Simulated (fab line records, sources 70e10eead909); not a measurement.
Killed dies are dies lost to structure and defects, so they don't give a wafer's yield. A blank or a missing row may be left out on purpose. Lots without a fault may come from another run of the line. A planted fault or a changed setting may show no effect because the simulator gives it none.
fab line records | flow nand_harc
record lots=5 wafers=15 last_day=24
route steps=1159 shown A_CONTACT@864 END@1159
lots that met no fault: from a run of the same line without faults
start_h: hours from the record's first day to the start of the lot's first wafer shown | wait_h: hours since the lot's step before | " the same as in the row above | L1.1+2: a row that stands for several wafers | - no value, or no start given | * or withheld: withheld | < > ~ a bound
route shown NAME@n: a module of which the file shows steps, and the number in the route of the first | usual: mean/standard deviation of fault-free wafers | same: alike in all rows | chamber/n: place in a boat | sites: the reading at each site | _std_site: their standard deviation | _edge_site: outer sites' mean less inner sites' | radius_mm: how far each site lies from the wafer's centre | mask NAME#n: copy n | behind: the tool/chamber that last shaped the wafer | hold: why the lot was held/for how many hours/how that ended | device: the transistor (n, p or np) that didn't switch | end of line: the same wafers' tests at the end of the route | a step without rows: its recipe alone | killed: dies lost to structure and defects at the first sort, not the wafer's yield | map: a wafer's dies, x killed, . not, _ none there
set.NAME: the setting as run; set.NAME@STEP: as run at that earlier step | model.NAME: the simulator's own value behind a step, which no gauge read
lots at some steps of the route; a table a step, a row a wafer
services: from which hour (start_h, from the record's first day; less than 0 if before it) a tool's chamber was out of use, for how many hours, and why
## steps
# step NHARC_A_CONTACT_ETCH_113
# recipe source_w=withheld pressure_mtorr=20 bias_v=3000 time_s=94 target_depth_a=9220 ar_flow_sccm=withheld c4f8_flow_sccm=withheld o2_flow_sccm=withheld chemistry=C4F8/O2/Ar
# step NHARC_A_CONTACT_ETCH_114
# recipe source_w=withheld pressure_mtorr=20 bias_v=3000 time_s=94 target_depth_a=9220 ar_flow_sccm=withheld c4f8_flow_sccm=withheld o2_flow_sccm=withheld chemistry=C4F8/O2/Ar
# step NHARC_A_CONTACT_ETCH_115
# recipe source_w=withheld pressure_mtorr=20 bias_v=3000 time_s=94 target_depth_a=9220 ar_flow_sccm=withheld c4f8_flow_sccm=withheld o2_flow_sccm=withheld chemistry=C4F8/O2/Ar
# step NHARC_A_CONTACT_ETCH_116
# recipe source_w=withheld pressure_mtorr=20 bias_v=3000 time_s=94 target_depth_a=9220 ar_flow_sccm=withheld c4f8_flow_sccm=withheld o2_flow_sccm=withheld chemistry=C4F8/O2/Ar
# step NHARC_A_CONTACT_ETCH_117
# recipe source_w=withheld pressure_mtorr=20 bias_v=3000 time_s=94 target_depth_a=9220 ar_flow_sccm=withheld c4f8_flow_sccm=withheld o2_flow_sccm=withheld chemistry=C4F8/O2/Ar
# usual run_length_s=94/0
# same time_s=94
# columns lot.wafer tool chamber start_h wait_h rf_hours_counter_h run_length_s
L983.1 har_cap_etch-01 1 372.56 0.1 54 94
L983.2 " 0 " " 54 94
L983.6 " 0 " " - 94
L989.4 har_cap_etch-02 1 408.65 0.1 - 94
L989.3 " 0 " " - 94
L989.5 " 0 " " - 94
L101.1 har_cap_etch-03 0 472.27 0.1 102 94
L101.4 " 1 " " - 94
L101.5 " 0 " " - 94
L102.2 har_cap_etch-03 0 478.29 0.1 105 94
L102.4 " 0 " " - 94
L102.6 " 1 " " - 94
L105.1 har_cap_etch-03 1 512.00 0.1 111 94
L105.4 " 1 " " - 94
L105.6 " 1 " " - 94
# step NHARC_A_CONTACT_ETCH_118
# recipe source_w=withheld pressure_mtorr=20 bias_v=3000 time_s=94 target_depth_a=9220 ar_flow_sccm=withheld c4f8_flow_sccm=withheld o2_flow_sccm=withheld chemistry=C4F8/O2/Ar
# usual run_length_s=94/0
# same time_s=94
# columns lot.wafer tool chamber start_h wait_h rf_hours_counter_h run_length_s
L983.1 har_cap_etch-01 1 372.65 0.1 54 94
L983.2 " 0 " " 54 94
L983.6 " 0 " " - 94
L989.4 har_cap_etch-02 1 408.78 0.1 - 94
L989.3 " 0 " " - 94
L989.5 " 0 " " - 94
L101.1 har_cap_etch-03 0 472.36 0.1 102 94
L101.4 " 1 " " - 94
L101.5 " 0 " " - 94
L102.2 har_cap_etch-03 0 478.38 0.1 105 94
L102.4 " 0 " " - 94
L102.6 " 1 " " - 94
L105.1 har_cap_etch-03 1 512.09 0.1 111 94
L105.4 " 1 " " - 94
L105.6 " 1 " " - 94
# step NHARC_A_CONTACT_ETCH_119
# recipe source_w=withheld pressure_mtorr=20 bias_v=3000 time_s=94 target_depth_a=9220 ar_flow_sccm=withheld c4f8_flow_sccm=withheld o2_flow_sccm=withheld chemistry=C4F8/O2/Ar
# step NHARC_A_CONTACT_ETCH_120
# recipe source_w=withheld pressure_mtorr=20 bias_v=3000 time_s=94 target_depth_a=9220 ar_flow_sccm=withheld c4f8_flow_sccm=withheld o2_flow_sccm=withheld chemistry=C4F8/O2/Ar
# usual run_length_s=94/0
# same time_s=94
# columns lot.wafer tool chamber start_h wait_h rf_hours_counter_h run_length_s
L983.1 har_cap_etch-01 1 372.83 0.1 54 94
L983.2 " 0 " " 54 94
L983.6 " 0 " " - 94
L989.4 har_cap_etch-02 1 409.02 0.1 - 94
L989.3 " 0 " " - 94
L989.5 " 0 " " - 94
L101.1 har_cap_etch-03 0 472.54 0.1 102 94
L101.4 " 1 " " - 94
L101.5 " 0 " " - 94
L102.2 har_cap_etch-03 0 478.56 0.1 105 94
L102.4 " 0 " " - 94
L102.6 " 1 " " - 94
L105.1 har_cap_etch-03 1 512.27 0.1 111 94
L105.4 " 1 " " - 94
L105.6 " 1 " " - 94
# step NHARC_A_CONTACT_ETCH_121
# recipe source_w=withheld pressure_mtorr=20 bias_v=3000 time_s=94 target_depth_a=9220 ar_flow_sccm=withheld c4f8_flow_sccm=withheld o2_flow_sccm=withheld chemistry=C4F8/O2/Ar
# step NHARC_A_CONTACT_ETCH_122
# recipe source_w=withheld pressure_mtorr=20 bias_v=3000 time_s=95 target_depth_a=9300 ar_flow_sccm=withheld c4f8_flow_sccm=withheld o2_flow_sccm=withheld chemistry=C4F8/O2/Ar
# step NHARC_A_CONTACT_ETCH_123
# recipe source_w=withheld pressure_mtorr=20 bias_v=400 time_s=253 target_depth_a=10900 ar_flow_sccm=withheld c4f8_flow_sccm=11.5 o2_flow_sccm=7.2 chemistry=C4F8/O2/Ar
# usual run_length_s=284.0/0.36
# same time_s=253
# columns lot.wafer tool chamber start_h wait_h rf_hours_counter_h run_length_s
L983.1 har_cap_etch-01 1 373.11 0.1 54 283.9
L983.2 " 0 " " 54 283.3
L983.6 " 0 " " - 283.3
L989.4 har_cap_etch-02 1 409.49 0.2 - 284.2
L989.3 " 0 " " - 284.2
L989.5 " 0 " " - 284.0
L101.1 har_cap_etch-03 0 472.81 0.1 103 283.8
L101.4 " 1 " " - 283.7
L101.5 " 0 " " - 283.8
L102.2 har_cap_etch-03 0 478.87 0.1 105 284.0
L102.4 " 0 " " - 284.4
L102.6 " 1 " " - 283.6
L105.1 har_cap_etch-03 1 512.58 0.1 111 283.5
L105.4 " 1 " " - 283.5
L105.6 " 1 " " - 283.7
# step NHARC_A_CONTACT_ETCH_90
# recipe target_depth_a=400 over_etch_frac=0.5 time_s=85.7 ion_energy_ev=120 ch3f_flow_sccm=50 o2_flow_sccm=30 ar_flow_sccm=200 rf_w=500 bias_w=100 chemistry=CH3F/O2
# usual drypump_motor_current_A=5.8/0.41 o2_flow_sccm=29.99/0.1 oes_product_au=0.94/0.031 rf_vpp_V=244.7/1.8 run_length_s=107.0/0.51 showerhead_plenum_p_Torr=2.49/0.12 throttle_valve_pct=20.663/0.0096
# same time_s=85.7
# columns lot.wafer tool chamber start_h wait_h drypump_motor_current_A o2_flow_sccm oes_product_au rf_hours_counter_h rf_vpp_V run_length_s showerhead_plenum_p_Torr throttle_valve_pct
L983.1 rie_diel-12 3 373.76 0.6 5.4 30.08 0.93 61 247.4 106.7 2.63 20.656
L983.2 " 1 " " 5.2 30.01 0.92 62 246.8 107.0 2.56 20.670
L983.6 " 3 " " 5.4 30.07 0.93 - 247.2 106.8 2.63 20.654
L989.4 rie_diel-01 1 410.07 0.5 5.7 30.11 1.00 37 243.7 106.6 2.47 20.670
L989.3 " 3 " " 6.2 29.99 1.00 38 245.3 108.0 2.55 20.647
L989.5 " 1 " " 5.7 30.24 1.01 - 244.6 106.8 2.47 20.657
L101.1 rie_diel-01 0 473.43 0.6 6.3 30.04 0.92 58 241.8 107.7 2.26 20.666
L101.4 " 2 " " 6.6 29.91 0.93 56 244.8 106.7 2.43 20.650
L101.5 " 0 " " 6.3 29.88 0.93 - 241.7 107.8 2.26 20.665
L102.2 rie_diel-11 3 479.42 0.5 5.8 30.02 0.93 22 244.6 107.0 2.48 20.661
L102.4 " 1 " " 5.6 30.06 0.93 20 246.7 107.4 2.60 20.663
L102.6 " 3 " " 5.8 30.06 0.93 - 242.5 106.7 2.48 20.669
L105.4 rie_diel-11 2 513.13 0.4 5.8 29.99 0.93 27 243.2 106.4 2.31 20.662
L105.1 " 1 " " 5.6 29.93 0.94 26 246.2 107.8 2.59 20.668
L105.6 " 3 " " 5.8 29.89 0.92 - 244.2 107.2 2.48 20.675
# step NHARC_A_CONTACT_ETCH_96
# recipe target_depth_a=200 over_etch_frac=0.5 time_s=10 ion_energy_ev=250 c4f6_flow_sccm=25 o2_flow_sccm=20 ar_flow_sccm=500 rf_w=600 bias_w=500 chemistry=C4F6/O2
# usual drypump_motor_current_A=5.8/0.44 o2_flow_sccm=20.00/0.063 oes_product_au=0.962/0.024 rf_vpp_V=548/3.6 run_length_s=31.0/0.4 showerhead_plenum_p_Torr=3.97/0.17 throttle_valve_pct=26.903/0.0091
# columns lot.wafer tool chamber start_h wait_h drypump_motor_current_A o2_flow_sccm oes_product_au rf_hours_counter_h rf_vpp_V run_length_s showerhead_plenum_p_Torr throttle_valve_pct
L983.1 rie_diel-12 2 373.90 - 4.8 20.03 0.927 58 542 31.7 3.65 26.904
L983.2 " 1 " " 5.2 20.14 0.936 62 550 30.8 4.08 26.890
L983.6 " 2 " " 4.8 19.92 0.936 - 540 31.3 3.65 26.900
L989.4 rie_diel-01 0 410.20 - 6.4 20.04 1.007 38 542 32.0 3.64 26.912
L989.3 " 1 " " 5.7 20.05 1.016 37 548 31.0 3.94 26.912
L989.5 " 0 " " 6.4 20.00 0.994 - 542 31.4 3.64 26.917
L101.1 rie_diel-01 1 473.60 - 5.7 19.93 0.962 56 548 30.8 3.93 26.902
L101.4 " 3 " " 6.3 20.08 0.967 58 550 31.2 4.05 26.893
L101.5 " 0 " " 6.4 20.17 0.947 - 542 27.7 3.63 26.896
L102.2 rie_diel-11 3 479.55 - 5.8 19.99 0.942 22 547 30.9 3.95 26.883
L102.4 " 1 " " 5.6 19.99 0.936 20 551 31.4 4.13 26.899
L102.6 " 0 " " 5.6 19.96 0.954 - 551 31.0 4.10 26.899
L105.1 rie_diel-11 0 513.27 - 5.6 20.11 1.009 25 549 30.4 4.10 26.894
L105.4 " 1 " " 5.6 19.94 0.946 26 551 31.6 4.13 26.910
L105.6 " 3 " " 5.8 19.99 0.952 - 547 30.6 3.95 26.902
# step NHARC_A_CONTACT_CD_MEAS_53
# usual cd_nm=189.8/0.74
# columns lot.wafer tool chamber start_h wait_h cd_nm
L983.1 cd_sem-03 - 373.98 - 189.6
L983.2 " - " " 189.0
L983.6 " - " " 189.2
L989.3 cd_sem-03 - 410.28 - 190.5
L989.4 " - " " 190.9
L989.5 " - " " 191.2
L101.1 cd_sem-01 - 473.67 - 189.0
L101.4 " - " " 189.3
L101.5 " - " " 189.2
L102.2 cd_sem-01 - 479.64 - 188.8
L102.4 " - " " 189.0
L102.6 " - " " 188.6
L105.1 cd_sem-03 - 513.34 - 189.4
L105.4 " - " " 188.5
L105.6 " - " " 189.4
# step NHARC_END_SORT_01
# recipe temp_c=25
# usual killed_at_array=24/7.4 killed_at_other=0.5/0.81 killed_at_periphery=3.4/2.3 killed_dies=28/8 killed_open=3.4/1.8 killed_short=2.0/1.4
# same gross_dies=677
# columns lot.wafer tool chamber start_h wait_h killed_at_array killed_at_other killed_at_periphery killed_dies killed_open killed_short
L989.3 prober-02 0 476.85 3.1 31 0 3 34 5 5
L989.4 prober-02 0 477.63 3.4 21 1 2 24 6 3
L989.5 prober-02 0 478.42 3.6 22 0 3 25 3 0
L101.5 prober-02 0 549.41 3.7 661 0 3 664 3 1
# killed by level:class
L989.3 A_SLIT:chamber_film_flake=11 A_CHANNEL_HOLE_D1:chamber_film_flake=10 A_CHANNEL_HOLE_D1:geometric_particle:short=2 A_CHANNEL_FILL_D1:geometric_particle:short=2 P_GATE:geometric_particle:open=1 P_M1:geometric_particle:open=1 A_SOURCE_PLATE:geometric_particle:open=1 A_ONON_D1:geometric_particle:short=1
L989.4 A_CHANNEL_HOLE_D1:chamber_film_flake=10 A_SLIT:chamber_film_flake=5 P_CONTACT:geometric_particle:open=1 P_M0:geometric_particle:open=1 A_ONON_D1:geometric_particle:open=1 A_CHANNEL_HOLE_D1:geometric_particle:open=1 A_WL_FILL:geometric_particle:open=1 A_WL_FILL:geometric_particle:short=1
L989.5 A_CHANNEL_HOLE_D1:chamber_film_flake=14 A_SLIT:chamber_film_flake=5 P_ZERO_WELL:chamber_film_flake=2 P_M1:geometric_particle:open=1 A_STAIRCASE:geometric_particle:open=1 A_M0:geometric_particle:open=1 A_STAIRCASE:chamber_film_flake=1
L101.5 A_CONTACT:area_etch=622 A_CHANNEL_HOLE_D1:chamber_film_flake=17 A_SLIT:chamber_film_flake=8 A_CONTACT:chamber_film_flake=8 P_GATE:chamber_film_flake=3 A_STAIRCASE:chamber_film_flake=2 A_ONON_D1:geometric_particle:short=1 A_CHANNEL_FILL_D1:geometric_particle:open=1
# map L101.5 (x killed, . not)
____________x____________
_________xxxxxxx_________
_______xxxxxxxxxxx_______
______xxxxxxxxxxxxx______
_____xxxxxxxxxxxxxxx_____
____xxxxxxxxxxxxxxxxx____
____xxxxxxxxxxxxxxxxx____
___xxxxxxxxxxxxxxxxxxx___
___xxxxxxxxxxxxxxxxxxx___
__xxxxxxxxxxxxxxxxxxxxx__
__xxxxxxxxxxxxxxxxxxxxx__
_xxxxxxxxxxxxxxxxxxxxxxx_
_xxxxxxxxxxxxxxxxxxxxxxx_
_xxxxxxxxxxxxxxxxxxxxxxx_
_xxxxxxxxxxxxxxxxxxxxxxx_
_xxxxx.xxx.xxxxxxxxxxxxx_
xxxxxxxxxxxxxxxxxxxxxxxxx
xxxxxxxxxx.xxx.xxxxxxxxxx
xxxxxx.xxx.xxxxxxxxxxxxxx
xxxxxxxxxxxxxxxx.xxxxxxxx
xxxxxxxxx.xxxxxxxxxxxxxxx
_xxxxxxxxxxxx.xxxxxxxxxx_
_xxxxxxxxxxxxxxxxxxxxxxx_
_xxxxxxxxxxxxxxxxxxxxxxx_
_xxxxxxxxxx.xxxxxxxxxxxx_
_xxxxxxxxxxxxxxxxxxxxxxx_
__xxxxxxxxxxx.xxxxxxxxx__
__xxxxxxxxxxxxxxxxxxxxx__
___xxxxxxxxx.xxxxxxxxx___
___xxxxxxxxxxxxxxxxxxx___
____xxxxxxxxxxxxxxxxx____
____xxxxxxxxxxxxxxxxx____
_____xxxxxxxxxxxxxxx_____
______xxx.xxxxxxxxx______
_______xxxxxxxxxxx_______
_________xxxxxxx_________
____________x____________
# map L989.3 (x killed, . not)
____________.____________
_________......._________
_______x...x.x...._______
______....xx.x.....______
_____........x......_____
____.......xx........____
____.......x.........____
___......xx...........___
___.......x...........___
__.....................__
__.....................__
_......................._
_......................._
_..........x............_
_......................._
_......................._
x.x......................
.........................
.x.......................
xx.......................
.x.......................
_..............x......x._
_.x....................._
_x.xx..................._
_x......................_
_x...x.................._
__.....................__
__.....................__
___x..................___
___...............x...___
____.................____
____..............x..____
_____..............._____
______..xx.........______
_______..........._______
_________......._________
____________.____________
## services
# columns tool chamber start_h hours kind
rie_diel-01 0 348.60 - clean
rie_diel-01 1 348.60 - clean
rie_diel-01 2 348.60 - clean
rie_diel-01 3 348.60 - clean
rie_diel-11 - 366.53 9.0 pm
rie_diel-11 0 366.53 9.0 vent_cycle
rie_diel-11 1 366.53 9.0 vent_cycle
rie_diel-11 2 366.53 9.0 vent_cycle
rie_diel-11 3 366.53 9.0 vent_cycle
rie_diel-01 - 370.63 0.4 repair
rie_diel-01 0 373.10 - clean
rie_diel-01 1 373.10 - clean
rie_diel-01 2 373.10 - clean
rie_diel-01 3 373.10 - clean
rie_diel-11 0 375.53 - clean
rie_diel-12 - 379.62 9.0 pm
rie_diel-01 - 437.94 0.2 repair
har_cap_etch-02 - 439.59 0.3 repair
har_cap_etch-01 - 440.34 0.3 repair
rie_diel-11 0 441.10 3.3 repair
rie_diel-11 1 454.41 2.5 repair
rie_diel-01 0 490.11 22.5 repair
rie_diel-01 - 491.99 9.0 pm
rie_diel-11 0 500.70 10.5 repair
## key
first_sign step=NHARC_A_CONTACT_ETCH_96 reading=run_length_s direction=down sigmas=8.3 usual=* struck=*
effect step=NHARC_END_SORT_01 reading=killed_at_array direction=up sigmas=86 usual=24 struck=661
more_kills_born_at NHARC_A_CONTACT_ETCH_96@rie_diel-01=622
met_at NHARC_A_CONTACT_ETCH_96
struck_wafers L101.5
later_rows_left_out L101.5
tester_left_out L101
onset_between 410.20 473.60
fault kind=process_parameter_drift tool=rie_diel-01 chamber=0 onset_h=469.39 steps=NHARC_A_CONTACT_ETCH_96 channel=time_s offset=* shape=step end_h=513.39 acts_in=* stated=*
# tester_left_out: of these lots the tester's yield and bins aren't shown, on N5 and GAA mostly nor the transistor test; their killed dies are dies lost to structure and defects alone, not to doping, threshold or leakage, so they don't give the yield
# later_rows_left_out: the simulator's readings of these wafers behind a module that went badly wrong aren't trusted and aren't shown, but for the sort
